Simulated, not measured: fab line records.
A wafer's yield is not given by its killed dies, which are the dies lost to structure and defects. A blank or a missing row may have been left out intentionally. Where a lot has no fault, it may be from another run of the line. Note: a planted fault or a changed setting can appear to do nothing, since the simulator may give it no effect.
The same fault as seen by 2 desks | flow n5Finfet | each desk holds nothing but its own numbers, with what lay behind them at the end

METROLOGY DESK
Lot by lot, what the gauges showed, no matter which tool ran the lot: averages of those sampled wafers that carry a number. Marked OUT: a lot whose mean sits more than 4 standard deviations from the usual mean, which makes it out of limits; the brackets give that distance. It has 10 readings; the 7 that lie furthest out on some lot are the ones shown.
Columns: A = DIBL_N at N5_BEOL_M4_RC_MEAS_101, usual 36.8 mV/V; B = IOFF_N at N5_BEOL_M4_RC_MEAS_101, usual 0.17 nA/um; C = IOFF_P at N5_BEOL_M4_RC_MEAS_101, usual 0.22 nA/um; D = ION_N at N5_BEOL_M4_RC_MEAS_101, usual 675 uA/um; E = ION_P at N5_BEOL_M4_RC_MEAS_101, usual 463 uA/um; F = SS_P at N5_BEOL_M4_RC_MEAS_101, usual 73.4 mV/dec; G = VT_P at N5_BEOL_M4_RC_MEAS_101, usual -250 mV
lot  | first seen here | A    | B    | C    | D   | E   | F    | G
L335 | day 8 08:25     | 36.8 | 0.15 | 0.19 | 664 | 454 | 73.3 | -255
L337 | day 9 03:04     | 37.3 | 0.18 | 0.25 | 678 | 466 | 73.4 | -247
L338 | day 9 03:22     | 34.3 | 0.14 | 0.19 | 666 | 454 | 73.3 | -251
L340 | day 9 11:34     | 39.2 | 0.21 | 0.27 | 691 | 475 | 74.4 | -247
L342 | day 10 15:36    | 37.8 | 0.19 | 0.25 | 667 | 461 | 73.9 | -248
L346 | day 11 05:40    | 37.2 | 0.17 | 0.22 | 675 | 464 | 73.3 | -248
L347 | day 11 22:47    | 36.8 | 0.18 | 0.23 | 674 | 465 | 72.7 | -249
L349 | day 12 23:21    | 38.2 | 0.23 | 0.28 | 677 | 470 | 74.1 | -245
L352 | day 13 04:44    | 36.3 | 0.13 | 0.17 | 672 | 457 | 73.2 | -255
L353 | day 14 01:32    | 38.5 | 0.18 | 0.21 | 679 | 462 | 74.1 | -254
L357 | day 15 01:47    | 39.0 | 0.21 | 0.25 | 688 | 469 | 73.9 | -248
This desk's finding: nothing out of limits on any of the 11 lots.

FOR THE TOOL OWNER'S DESK: cvdCo-01
The tool's own readings at N5_BEOL_M0_CO_CAP_123 (material Co, precursor CCTBA/H2, target thk 2 nm, time 102.1 s): means of the sampled wafers that have a number, for each lot that ran on this tool. Marked OUT: a lot whose mean sits more than 4 standard deviations from the usual mean, which makes it out of limits; the brackets give that distance.
Columns: A = heaterPowerW at N5_BEOL_M0_CO_CAP_123, usual 237 W; B = runLengthS at N5_BEOL_M0_CO_CAP_123, usual 125.0 s
lot  | first seen here | A   | B
L335 | day 5 22:31     | 208 | 124.7
L338 | day 6 21:44     | 234 | 124.8
L340 | day 7 11:33     | 227 | 124.9
L342 | day 8 02:17     | 229 | 124.9
L346 | day 9 00:05     | 228 | 140.9 (+27) OUT
L347 | day 9 03:28     | 233 | 146.5 (+37) OUT
This desk finds L346, L347 out of limits, L346 being first, at day 9 00:05 (runLengthS at N5_BEOL_M0_CO_CAP_123). In limits: L335, L338, L340, L342.

PUT TOGETHER
On L346, L347, at day 9 00:05, an alarm was possible from the tool owner's desk.
Metrology desk: nothing out of limits seen.
The metrology desk holds a record of L346, L347, inside its limits.
The lots listed all ran N5_BEOL_M0_CO_CAP_123 on cvdCo-01.

WHAT THE SIMULATOR HAD INSERTED
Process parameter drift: cvdCo-01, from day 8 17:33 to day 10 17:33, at N5_BEOL_M0_CO_CAP_123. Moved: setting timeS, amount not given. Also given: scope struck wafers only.
Shown lots that were struck: L346, L347.
Delay in hours, fault start to first out-of-limits reading, by desk: the tool owner's desk at 7.
